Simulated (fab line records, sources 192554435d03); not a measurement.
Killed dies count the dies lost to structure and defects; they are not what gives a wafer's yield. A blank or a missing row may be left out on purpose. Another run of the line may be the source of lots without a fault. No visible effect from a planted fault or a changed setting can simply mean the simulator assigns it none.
fab line records | flow n5-finfet
record lots=14 | wafers=42 | last-day=17
route steps=1938 shown WELL_APT@24 PMOS_HMC_CHANNEL_EPI@57
lots that met no fault: taken from a fault-free run of the same line
start-h: hours from the record's opening day to when the first of the lot's shown wafers began | wait-h: hours since the lot's step before | " unchanged from the row above | L1.1+2: one row covering several wafers at once | - no value, or no start was given | * or withheld: withheld | < > ~ a bound
route shown NAME@n: a module of which the file shows steps, and the number in the route of the first | usual: average and standard deviation across the fault-free wafers | same: alike in all rows | chamber/n: place in a boat | sites: the reading at each site | _std_site: the standard deviation of these | _edge_site: the outer-site mean with the inner-site mean subtracted | radius-mm: for every site, how far away it sits from the centre of the wafer | mask NAME#n: copy n | behind: tool/chamber where the wafer was last shaped | hold: why the lot went on hold/how many hours it stayed there/how the hold came to an end | device: which transistor (n, p or np) failed to switch | end of line: the route-end tests of the same wafers | for a step that has no rows: nothing shown but its recipe | killed: not the wafer's yield, but the dies lost to structure and defects at the first sort | map: the dies of a wafer, with x for killed, . for not killed, _ for no die there
set.NAME: the setting as run; set.NAME@STEP: as run at that earlier step | model.NAME: the simulator's own value behind a step, which no gauge read
the route's steps for a sample of lots (tables are steps, rows are wafers)
services: the hour from which a tool's chamber was out of use, counted from the record's first day as start-h (under 0 if before that day), plus the number of hours and why
## steps
# step N5_WELL_APT_EXPOSE_05
# recipe mask-id=NWELL | na=0.8 | source-shape=conventional | sigma-outer=0.8 | polarization=unpolarized | defocus-nm=0 | target-cd-nm=200 | dose-mj=20.3
# usual exposure-dose-mJ-cm2=20.286/0.021 | focus-offset-nm=-0.1/0.53
lot.wafer | tool           | chamber | start-h | wait-h | mask    | exposure-dose-mJ-cm2 | focus-offset-nm
L200.2    | krf-scanner-01 | 0       | 25.69   | -      | NWELL#0 | 20.304               | -0.2
L200.3    | "              | 0       | "       | "      | NWELL#0 | 20.286               | -0.3
L200.4    | "              | 0       | "       | "      | NWELL#0 | 20.256               | -0.2
L204.2    | krf-scanner-01 | 0       | 49.41   | -      | NWELL#0 | 20.292               | -0.9
L204.3    | "              | 0       | "       | "      | NWELL#0 | 20.310               | -0.6
L204.6    | "              | 0       | "       | "      | NWELL#0 | 20.295               | -0.4
L205.2    | krf-scanner-01 | 0       | 55.58   | -      | NWELL#0 | 20.288               | -0.5
L205.3    | "              | 0       | "       | "      | NWELL#0 | 20.271               | -0.3
L205.4    | "              | 0       | "       | "      | NWELL#0 | 20.291               | 0.0
L206.1    | krf-scanner-01 | -       | 61.45   | -      | NWELL#0 | -                    | -
L206.4    | "              | -       | "       | "      | NWELL#0 | -                    | -
L206.5    | "              | -       | "       | "      | NWELL#0 | -                    | -
L207.1    | krf-scanner-02 | -       | 67.66   | -      | NWELL#0 | -                    | -
L207.5    | "              | -       | "       | "      | NWELL#0 | -                    | -
L207.6    | "              | -       | "       | "      | NWELL#0 | -                    | -
L212.3    | krf-scanner-02 | 0       | 97.58   | -      | NWELL#0 | 20.290               | 0.1
L212.4    | "              | 0       | "       | "      | NWELL#0 | 20.311               | 0.3
L212.5    | "              | 0       | "       | "      | NWELL#0 | 20.313               | 0.2
L213.1    | krf-scanner-01 | 0       | 103.63  | -      | NWELL#0 | 20.264               | -0.2
L213.2    | "              | 0       | "       | "      | NWELL#0 | 20.295               | -0.6
L213.6    | "              | 0       | "       | "      | NWELL#0 | 20.256               | -0.3
L214.1    | krf-scanner-02 | 0       | 109.84  | -      | NWELL#0 | 20.273               | -0.1
L214.4    | "              | 0       | "       | "      | NWELL#0 | 20.285               | -0.3
L214.5    | "              | 0       | "       | "      | NWELL#0 | 20.254               | 0.9
L215.3    | krf-scanner-02 | 0       | 115.70  | -      | NWELL#0 | 20.276               | 0.1
L215.4    | "              | 0       | "       | "      | NWELL#0 | 20.252               | 0.4
L215.5    | "              | 0       | "       | "      | NWELL#0 | 20.326               | -1.0
L216.1    | krf-scanner-02 | 0       | 121.53  | -      | NWELL#0 | 20.282               | -0.2
L216.2    | "              | 0       | "       | "      | NWELL#0 | 20.295               | -0.4
L216.5    | "              | 0       | "       | "      | NWELL#0 | 20.289               | -0.3
L217.3    | krf-scanner-01 | 0       | 127.69  | -      | NWELL#0 | 20.253               | -0.3
L217.4    | "              | 0       | "       | "      | NWELL#0 | 20.300               | 0.4
L217.6    | "              | 0       | "       | "      | NWELL#0 | 20.264               | -0.5
L218.1    | krf-scanner-02 | 0       | 133.66  | -      | NWELL#0 | 20.306               | 0.2
L218.4    | "              | 0       | "       | "      | NWELL#0 | 20.283               | 0.3
L218.5    | "              | 0       | "       | "      | NWELL#0 | 20.285               | -0.2
L219.1    | krf-scanner-01 | 0       | 139.72  | -      | NWELL#0 | 20.303               | 0.4
L219.4    | "              | 0       | "       | "      | NWELL#0 | 20.294               | 0.2
L219.6    | "              | 0       | "       | "      | NWELL#0 | 20.277               | 0.9
L220.3    | krf-scanner-02 | 0       | 145.92  | -      | NWELL#0 | 20.262               | -0.7
L220.5    | "              | 0       | "       | "      | NWELL#0 | 20.264               | 0.0
L220.6    | "              | 0       | "       | "      | NWELL#0 | 20.255               | 0.3
# step N5_WELL_APT_RTA_34
# recipe temp-c=1000 | time-s=10 | ambient=N2 | idle-temp-c=600 | ramp-up-c-per-s=150 | ramp-down-c-per-s=60 | cool-to-c=600
# usual lamp-power-pct=13.00/0.053 | lamp_zone_1_pct=12.997/0.029 | lamp_zone_6_pct=12.920/0.029 | wafer_temp_C_max=1003.5/1.1
lot.wafer | tool          | chamber | start-h | wait-h | lamp-power-pct | lamp_zone_1_pct | lamp_zone_6_pct | wafer_temp_C_max
L200.2    | rtp-anneal-01 | 0       | 28.11   | 0.1    | 12.98          | 13.021          | 12.934          | 1001.9
L200.3    | "             | 0       | "       | "      | 12.93          | 12.974          | 12.910          | 1003.2
L200.4    | "             | 0       | "       | "      | 13.03          | 13.026          | 12.941          | 1003.8
L204.2    | rtp-anneal-02 | 0       | 52.30   | 0.0    | 12.93          | 13.022          | 12.936          | 1004.5
L204.3    | "             | 0       | "       | "      | 12.96          | 13.053          | 12.895          | 1002.7
L204.6    | "             | 0       | "       | "      | 12.97          | 12.965          | 12.912          | 1003.4
L205.2    | rtp-anneal-01 | 0       | 57.92   | 0.0    | 13.00          | 12.989          | 12.989          | 1001.8
L205.3    | "             | 0       | "       | "      | 12.99          | 12.957          | 12.919          | 1003.5
L205.4    | "             | 0       | "       | "      | 12.96          | 13.009          | 12.937          | 1000.7
L206.1    | rtp-anneal-01 | 0       | 64.48   | 0.0    | 13.00          | 13.056          | 12.972          | 1002.9
L206.4    | "             | 0       | "       | "      | 12.99          | 13.004          | 12.886          | 1005.8
L206.5    | "             | 0       | "       | "      | 13.07          | 13.028          | 12.932          | 1002.9
L207.1    | rtp-anneal-01 | 0       | 70.10   | 0.3    | 13.03          | 13.025          | 12.925          | 1002.5
L207.5    | "             | 0       | "       | "      | 12.94          | 12.994          | 12.933          | 1002.3
L207.6    | "             | 0       | "       | "      | 13.00          | 12.981          | 12.905          | 1002.5
L212.3    | rtp-anneal-02 | 0       | 100.43  | 0.1    | 13.05          | 12.983          | 12.962          | 1001.7
L212.4    | "             | 0       | "       | "      | 12.97          | 12.999          | 12.894          | 1004.4
L212.5    | "             | 0       | "       | "      | 13.05          | 12.990          | 12.900          | 1002.2
L213.1    | rtp-anneal-01 | 0       | 106.09  | 0.1    | 12.90          | 12.984          | 12.908          | 1003.4
L213.2    | "             | 0       | "       | "      | 13.02          | 13.046          | 12.902          | 1003.0
L213.6    | "             | 0       | "       | "      | 13.05          | 12.951          | 12.938          | 1003.4
L214.1    | rtp-anneal-02 | 0       | 112.45  | 0.3    | 13.06          | 12.963          | 12.939          | 1002.8
L214.4    | "             | 0       | "       | "      | 13.03          | 13.064          | 12.868          | 1004.6
L214.5    | "             | 0       | "       | "      | 13.05          | 12.981          | 12.954          | 1002.8
L215.3    | rtp-anneal-01 | 0       | 118.07  | 0.1    | 13.06          | 13.000          | 12.923          | 1002.4
L215.4    | "             | 0       | "       | "      | 13.02          | 13.018          | 12.904          | 1004.2
L215.5    | "             | 0       | "       | "      | 12.97          | 12.984          | 12.884          | 1005.0
L216.1    | rtp-anneal-02 | 0       | 124.05  | 0.0    | 12.99          | 13.009          | 12.936          | 1004.5
L216.2    | "             | 0       | "       | "      | 12.98          | 13.031          | 12.931          | 1003.4
L216.5    | "             | 0       | "       | "      | 12.97          | 12.989          | 12.920          | 1003.5
L217.3    | rtp-anneal-02 | 0       | 134.62  | 0.1    | 12.91          | 12.975          | 12.893          | 1002.1
L217.4    | "             | 0       | "       | "      | 13.07          | 13.018          | 12.899          | 1003.4
L217.6    | "             | 0       | "       | "      | 12.96          | 13.007          | 12.924          | 1003.6
L218.1    | rtp-anneal-02 | 0       | 136.55  | 0.2    | 12.93          | 13.008          | 12.915          | 1004.7
L218.4    | "             | 0       | "       | "      | 12.98          | 12.985          | 12.944          | 1002.8
L218.5    | "             | 0       | "       | "      | 13.01          | 13.017          | 12.901          | 1003.2
L219.1    | rtp-anneal-01 | 0       | 142.32  | 0.3    | 13.06          | 12.961          | 12.931          | 1003.7
L219.4    | "             | 0       | "       | "      | 13.01          | 13.019          | 12.923          | 1003.3
L219.6    | "             | 0       | "       | "      | 13.02          | 12.955          | 12.939          | 1005.1
L220.3    | rtp-anneal-01 | 0       | 148.47  | 0.3    | 13.12          | 13.021          | 12.931          | 1005.7
L220.5    | "             | 0       | "       | "      | 13.03          | 12.957          | 12.933          | 1003.9
L220.6    | "             | 0       | "       | "      | 12.94          | 13.000          | 12.891          | 1003.5
# step N5_PMOS_HMC_CHANNEL_EPI_HM_DEP_34
# recipe material=SiO2 | target-thk-a=360 | temp-c=400 | precursor=TEOS/O2 | pressure-torr=6.5 | rf-w=900 | teos-flow-sccm=161.4 | gas=O2 | flow-sccm=2650 | time-s=6.9
# usual heater-power-w=546/85 | showerhead-plenum-p-Torr=8.34/0.035 | throttle-valve-pct=18.4/0.67
lot.wafer | tool     | chamber | start-h | wait-h | heater-power-w | showerhead-plenum-p-Torr | throttle-valve-pct
L200.2    | pecvd-01 | 1       | 29.02   | 0.0    | 664            | 8.30                     | 19.6
L200.3    | "        | 2       | "       | "      | 552            | 8.36                     | 17.6
L200.4    | "        | 0       | "       | "      | 469            | 8.31                     | 18.6
L204.2    | pecvd-04 | 2       | 53.20   | 0.0    | 595            | 8.32                     | 16.8
L204.3    | "        | 1       | "       | "      | 503            | 8.39                     | 18.4
L204.6    | "        | 1       | "       | "      | 488            | 8.40                     | 18.5
L205.2    | pecvd-03 | 2       | 58.82   | 0.0    | 466            | 8.28                     | 17.0
L205.3    | "        | 0       | "       | "      | 563            | 8.33                     | 18.1
L205.4    | "        | 0       | "       | "      | 569            | 8.31                     | 17.9
L212.3    | pecvd-04 | 1       | 101.30  | 0.0    | 554            | 8.39                     | 18.4
L212.4    | "        | 2       | "       | "      | 692            | 8.35                     | 17.3
L212.5    | "        | 1       | "       | "      | 548            | 8.42                     | 18.2
L213.1    | pecvd-03 | 0       | 107.02  | 0.0    | 544            | 8.31                     | 18.3
L213.2    | "        | 2       | "       | "      | 456            | 8.26                     | 17.1
L213.6    | "        | 1       | "       | "      | 667            | 8.36                     | 19.1
L214.1    | pecvd-04 | 2       | 113.56  | 0.0    | 585            | 8.34                     | 17.3
L214.4    | "        | 2       | "       | "      | 594            | 8.35                     | 17.4
L214.5    | "        | 1       | "       | "      | 482            | 8.41                     | 18.5
L215.3    | pecvd-03 | 1       | 119.00  | 0.0    | 622            | 8.35                     | 18.7
L215.4    | "        | 0       | "       | "      | 576            | 8.31                     | 18.2
L215.5    | "        | 2       | "       | "      | 433            | 8.29                     | 17.3
L216.1    | pecvd-04 | 0       | 124.96  | 0.0    | 430            | 8.31                     | 18.8
L216.2    | "        | 2       | "       | "      | 648            | 8.36                     | 17.5
L216.5    | "        | 0       | "       | "      | 438            | 8.29                     | 19.1
L217.3    | pecvd-04 | 0       | 135.70  | 0.0    | 493            | 8.31                     | 19.0
L217.4    | "        | 1       | "       | "      | 520            | 8.39                     | 18.2
L217.6    | "        | 2       | "       | "      | 626            | 8.34                     | 17.4
L218.1    | pecvd-04 | 0       | 137.93  | 0.0    | 524            | 8.30                     | 19.0
L218.4    | "        | 0       | "       | "      | 510            | 8.27                     | 18.9
L218.5    | "        | 1       | "       | "      | 554            | 8.38                     | 18.7
L219.1    | pecvd-04 | 0       | 143.25  | 0.0    | 431            | 8.31                     | 18.9
L219.4    | "        | 1       | "       | "      | 461            | 8.41                     | 18.3
L219.6    | "        | 2       | "       | "      | 579            | 8.33                     | 17.5
L220.3    | pecvd-04 | 0       | 149.34  | 0.0    | 452            | 8.30                     | 19.0
L220.5    | "        | 0       | "       | "      | 448            | 8.31                     | 19.0
L220.6    | "        | 2       | "       | "      | 655            | 8.36                     | 17.6
# step N5_PMOS_HMC_CHANNEL_EPI_EPI_26
# recipe material=Si | target-thk-a=38 | temp-c=650 | precursor=SiH4/H2 | pressure-torr=20 | time-s=22.7
# usual throttle-valve-pct=11.1/0.32
lot.wafer | tool         | chamber | start-h | wait-h | throttle-valve-pct
L200.2    | epi-rpcvd-04 | 0       | 32.96   | 0.1    | 11.0
L200.3    | "            | 0       | "       | "      | 10.8
L200.4    | "            | 0       | "       | "      | 11.0
L204.2    | epi-rpcvd-03 | 0       | 55.99   | 0.1    | 11.5
L204.3    | "            | 0       | "       | "      | 11.6
L204.6    | "            | 0       | "       | "      | 11.1
L205.2    | epi-rpcvd-04 | 0       | 62.18   | 0.1    | 10.8
L205.3    | "            | 0       | "       | "      | 10.9
L205.4    | "            | 0       | "       | "      | 10.9
L212.3    | epi-rpcvd-04 | 0       | 104.88  | 0.1    | 10.7
L212.4    | "            | 0       | "       | "      | 11.1
L212.5    | "            | 0       | "       | "      | 11.2
L213.1    | epi-rpcvd-03 | 0       | 110.83  | 0.0    | 11.0
L213.2    | "            | 0       | "       | "      | 11.3
L213.6    | "            | 0       | "       | "      | 11.5
L214.1    | epi-rpcvd-04 | 0       | 116.77  | 0.0    | 10.8
L214.4    | "            | 0       | "       | "      | 10.7
L214.5    | "            | 0       | "       | "      | 10.9
L215.3    | epi-rpcvd-03 | 0       | 122.35  | 0.1    | 11.4
L215.4    | "            | 0       | "       | "      | 11.2
L215.5    | "            | 0       | "       | "      | 11.5
L216.1    | epi-rpcvd-03 | 0       | 127.90  | 0.0    | 11.3
L216.2    | "            | 0       | "       | "      | 11.0
L216.5    | "            | 0       | "       | "      | 11.4
L217.3    | epi-rpcvd-02 | 0       | 139.75  | 0.2    | 10.7
L217.4    | "            | 0       | "       | "      | 10.9
L217.6    | "            | 0       | "       | "      | 10.8
L218.1    | epi-rpcvd-03 | 0       | 140.81  | 0.0    | 11.6
L218.4    | "            | 0       | "       | "      | 11.0
L218.5    | "            | 0       | "       | "      | 11.3
L219.1    | epi-rpcvd-03 | 0       | 146.61  | 0.0    | 11.3
L219.4    | "            | 0       | "       | "      | 11.5
L219.6    | "            | 0       | "       | "      | 11.3
L220.3    | epi-rpcvd-04 | 0       | 152.30  | 0.1    | 10.8
L220.5    | "            | 0       | "       | "      | 11.0
L220.6    | "            | 0       | "       | "      | 10.6
## services
tool           | chamber | start-h | hours | kind
krf-scanner-01 | -       | 4.33    | 3.6   | pm
krf-scanner-01 | -       | 9.46    | 1.0   | pm
krf-scanner-01 | -       | 13.30   | 1.3   | pm
pecvd-04       | -       | 16.51   | 12.7  | repair
pecvd-03       | 2       | 21.20   | -     | clean
pecvd-03       | 2       | 21.20   | -     | consumable-replace:showerhead
pecvd-03       | 2       | 21.20   | 29.0  | scheduled-down
epi-rpcvd-03   | -       | 24.05   | 8.1   | pm
epi-rpcvd-04   | -       | 35.98   | 1.0   | repair
epi-rpcvd-03   | -       | 38.29   | 1.8   | repair
krf-scanner-02 | -       | 42.65   | 4.0   | pm
pecvd-03       | 2       | 67.09   | 6.4   | repair
pecvd-04       | 2       | 80.49   | 10.2  | repair
krf-scanner-02 | -       | 81.46   | 0.5   | repair
krf-scanner-02 | -       | 91.57   | 1.0   | pm
krf-scanner-02 | -       | 92.57   | 4.4   | pm
pecvd-01       | -       | 107.81  | 14.6  | pm
krf-scanner-02 | -       | 117.75  | 1.6   | repair
pecvd-04       | 1       | 121.37  | 3.7   | repair
epi-rpcvd-02   | -       | 125.46  | 3.7   | repair
krf-scanner-01 | -       | 132.01  | 0.8   | repair
krf-scanner-01 | -       | 134.00  | 4.0   | pm
krf-scanner-02 | 0       | 139.67  | -     | calibration
krf-scanner-02 | -       | 139.67  | 0.8   | pm
## key
first-sign step=N5_WELL_APT_EXPOSE_05 | reading=tool-record | direction=missing
effect none on later readings
met-at N5_WELL_APT_EXPOSE_05
struck-lots L206,L207
later-rows-left-out L206.1,L206.4,L206.5,L207.1,L207.5,L207.6
sort-left-out L206.1,L206.4,L206.5,L207.1,L207.5,L207.6
not-acting-at N5_WELL_APT_RTA_34,N5_PMOS_HMC_CHANNEL_EPI_HM_DEP_34,N5_PMOS_HMC_CHANNEL_EPI_EPI_26
onset-between 55.58 61.45
fault kind=skipped-step-whole | tool=krf-scanner-01,krf-scanner-02 | chamber=- | onset-h=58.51 | steps=N5_WELL_APT_EXPOSE_05 | scope=struck-lots-only
# sort-left-out: the simulated sort isn't trusted on such a fault, so these wafers' sort isn't shown, and their yield isn't known
# later-rows-left-out: the simulator's readings of these wafers behind a module that went badly wrong aren't trusted and aren't shown, but for the sort
